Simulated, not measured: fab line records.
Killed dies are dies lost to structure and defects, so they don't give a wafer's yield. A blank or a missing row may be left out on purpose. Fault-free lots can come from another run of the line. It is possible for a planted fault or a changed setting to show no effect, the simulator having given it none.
The tool behind it: which one? -- flow n5 finfet -- 11 lots with 30 wafers sampled at 4 steps, on a route of 1938 steps

WHAT EACH GAUGE READ, for each wafer
The record holds no reading of a measuring or inspecting step that can be judged against a usual standard deviation.

TOOL THAT RAN EACH LOT (tool first, then ch and the chambers of the sampled wafers, then the start)
lot,N5_BEOL_M7_STRIP_67,N5_BEOL_M7_STRIP_19,N5_BEOL_M7_VIA_ETCH_34,N5_BEOL_M7_PRE_CLEAN_45
L283,"rie diel-04 ch 0,3, day 10 12:20","rie diel-04 ch 0,1,2, day 10 12:29","rie diel-04 ch 1,2, day 10 13:24","pvd sputter-03, day 10 14:30"
L285,"rie diel-05 ch 2,3, day 10 14:54","rie diel-05 ch 1,3, day 10 15:04","rie diel-04 ch 0,2, day 10 15:57","pvd sputter-01, day 10 16:56"
L284,"rie diel-02 ch 0,2,3, day 10 15:36","rie diel-02 ch 0,2,3, day 10 15:45","rie diel-04 ch 0,1,2, day 10 16:37","pvd sputter-02, day 10 19:50"
L288,"rie diel-04 ch 1,2, day 10 17:46","rie diel-05 ch 0,2,3, day 10 17:55","rie diel-04 ch 0,1,3, day 10 19:42","pvd sputter-02, day 10 20:32"
L291,"rie diel-04 ch 0,1,3, day 11 03:38","rie diel-05 ch 2,3, day 11 03:47","rie diel-04 ch 0,1,3, day 11 04:28","pvd sputter-03, day 11 05:16"
L297,"rie diel-04 ch 0,1, day 13 17:27","rie diel-05 ch 0,2, day 13 17:36","rie diel-02 ch 0,2, day 13 20:49","pvd sputter-03, day 13 22:05"
L300,"rie diel-02 ch 1,3, day 14 08:38","rie diel-05 ch 1,2, day 14 08:47","rie diel-02 ch 1,2, day 14 10:37","pvd sputter-01, day 14 11:43"
L301,"rie diel-02 ch 0,1,3, day 14 11:46","rie diel-05 ch 0,1,3, day 14 11:56","rie diel-04 ch 1,3, day 14 14:26","pvd sputter-01, day 14 15:50"
L303,"rie diel-04 ch 1,2, day 14 18:48","rie diel-02 ch 1,2, day 14 18:58","rie diel-02 ch 1,3, day 14 21:05","pvd sputter-02, day 14 22:57"
L304,"rie diel-04 ch 0,1,2, day 14 19:50","rie diel-04 ch 0,1,3, day 14 20:20","rie diel-04 ch 2,3, day 14 23:51","pvd sputter-03, day 15 00:56"
L306,"rie diel-04 ch 0,3, day 15 12:16","rie diel-02 ch 0,1,3, day 15 12:34","rie diel-04 ch 0,1, day 15 14:44","pvd sputter-02, day 15 17:16"
- N5_BEOL_M7_STRIP_67: strips in CF4.
- N5_BEOL_M7_STRIP_19: strips in O2.
- N5_BEOL_M7_VIA_ETCH_34: etches SiCOH lowk in C4F6/O2, target depth 125.5 nm, time 50.5 s.
- N5_BEOL_M7_PRE_CLEAN_45: time 30 s.

AS READ BY THE TOOLS THEMSELVES (means over the sampled wafers that have a number; for cases with no such wafer, the mark the record gives instead)
N5_BEOL_M7_STRIP_67. Usual: drypump motor current A 5.63 A, standard deviation 0.28; oes product au 0.81 a.u., standard deviation 0.099; rf vpp V 271.1 V, standard deviation 1.6; showerhead plenum p Torr 1.79 Torr, standard deviation 0.054; throttle valve pct 13.5 %, standard deviation 0.31.
lot,tool,drypump motor current A (A),oes product au (a.u.),rf vpp V (V),showerhead plenum p Torr (Torr),throttle valve pct (%),flag
L283,rie diel-04,5.56,0.71,269.6,1.73,14.0,
L285,rie diel-05,6.00,0.80,271.0,1.82,13.5,
L284,rie diel-02,5.47,0.87,270.9,1.77,13.5,
L288,rie diel-04,5.88,0.79,271.9,1.83,13.5,
L291,rie diel-04,5.71,0.71,270.9,1.78,13.8,
L297,rie diel-04,5.79,0.70,271.0,1.81,13.8,
L300,rie diel-02,5.65,0.88,271.5,1.79,13.3,
L301,rie diel-02,5.52,0.81,270.7,1.76,13.5,
L303,rie diel-04,5.84,0.78,271.9,1.81,13.4,
L304,rie diel-04,5.81,0.75,271.5,1.79,13.6,
L306,rie diel-04,5.63,0.78,271.4,1.81,13.8,

N5_BEOL_M7_STRIP_19. Usual: drypump motor current A 5.7 A, standard deviation 0.35; oes product au 0.80 a.u., standard deviation 0.097; rf vpp V 3.7 V, standard deviation 0.54; showerhead plenum p Torr 2.11 Torr, standard deviation 0.066; throttle valve pct 16.58 %, standard deviation 0.24.
lot,tool,drypump motor current A (A),oes product au (a.u.),rf vpp V (V),showerhead plenum p Torr (Torr),throttle valve pct (%),flag
L283,rie diel-04,5.8,0.80,3.7,2.09,16.60,
L285,rie diel-05,5.5,0.87,3.8,2.17,16.52,
L284,rie diel-02,5.5,0.87,3.6,2.06,16.54,
L288,rie diel-05,5.8,0.79,3.9,2.12,16.55,
L291,rie diel-05,6.0,0.78,3.8,2.13,16.54,
L297,rie diel-05,5.7,0.71,3.5,2.06,16.56,
L300,rie diel-05,5.5,0.76,3.5,2.10,16.52,
L301,rie diel-05,5.6,0.79,3.8,2.13,16.60,
L303,rie diel-02,5.8,0.89,3.9,2.15,16.31,
L304,rie diel-04,5.7,0.79,3.9,2.15,16.81,
L306,rie diel-02,5.5,0.80,3.2,2.05,16.63,

N5_BEOL_M7_VIA_ETCH_34. Usual: drypump motor current A 5.68 A, standard deviation 0.29; oes product au 0.79 a.u., standard deviation 0.1; rf fwd power W 341.5 W, standard deviation 1.6; rf vpp V 671 V, standard deviation 7.5; showerhead plenum p Torr 2.85 Torr, standard deviation 0.096; throttle valve pct 20.87 %, standard deviation 0.23.
lot,tool,drypump motor current A (A),oes product au (a.u.),rf fwd power W (W),rf vpp V (V),showerhead plenum p Torr (Torr),throttle valve pct (%),flag
L283,rie diel-04,5.83,0.87,341.7,665,2.86,20.71,
L285,rie diel-04,5.71,0.78,341.0,672,2.83,21.07,
L284,rie diel-04,5.79,0.79,341.1,670,2.87,20.93,
L288,rie diel-04,5.70,0.71,368.0,652,2.82,21.10,OFF
L291,rie diel-04,5.71,0.72,368.1,652,2.82,21.11,OFF
L297,rie diel-02,5.48,0.79,341.5,672,2.79,20.75,
L300,rie diel-02,5.77,0.89,341.4,669,2.92,20.58,
L301,rie diel-04,5.79,0.80,339.9,677,2.96,20.88,
L303,rie diel-02,5.68,0.87,342.1,666,2.84,20.75,
L304,rie diel-04,5.58,0.94,340.3,677,2.94,20.80,
L306,rie diel-04,5.83,0.68,340.4,675,2.89,21.05,

N5_BEOL_M7_PRE_CLEAN_45. Usual: heater power w at 336 W, with a standard deviation of 33.
lot,tool,heater power w (W),flag
L283,pvd sputter-03,344,
L285,pvd sputter-01,297,
L284,pvd sputter-02,324,
L288,pvd sputter-02,333,
L291,pvd sputter-03,343,
L297,pvd sputter-03,344,
L300,pvd sputter-01,394,
L301,pvd sputter-01,302,
L303,pvd sputter-02,328,
L304,pvd sputter-03,351,
L306,pvd sputter-02,316,

THE ANSWER, worked out from the rows above alone
Rule: a lot is off if the mean of its wafers that have a number lies more than 3 standard deviations from the usual mean. A lot without any number at a reading at which 4 lots or more have one is off too. The other lots that the step has rows for count as sound. The gauges are gone through in route order, then the tools' own readings, and for those a lot's mean is taken as printed above. At the first step where some lot is off, the reading lying furthest off is the one used; lots without a number count as furthest.
Off: L288, L291, at N5_BEOL_M7_VIA_ETCH_34 (rf fwd power W).
If a tool, at that step or one of the process steps before it, ran each lot that is off and ran no sound lot following the first of them, it fits. Of those tried, none fits.

WHAT THE SIMULATOR HAD PUT IN
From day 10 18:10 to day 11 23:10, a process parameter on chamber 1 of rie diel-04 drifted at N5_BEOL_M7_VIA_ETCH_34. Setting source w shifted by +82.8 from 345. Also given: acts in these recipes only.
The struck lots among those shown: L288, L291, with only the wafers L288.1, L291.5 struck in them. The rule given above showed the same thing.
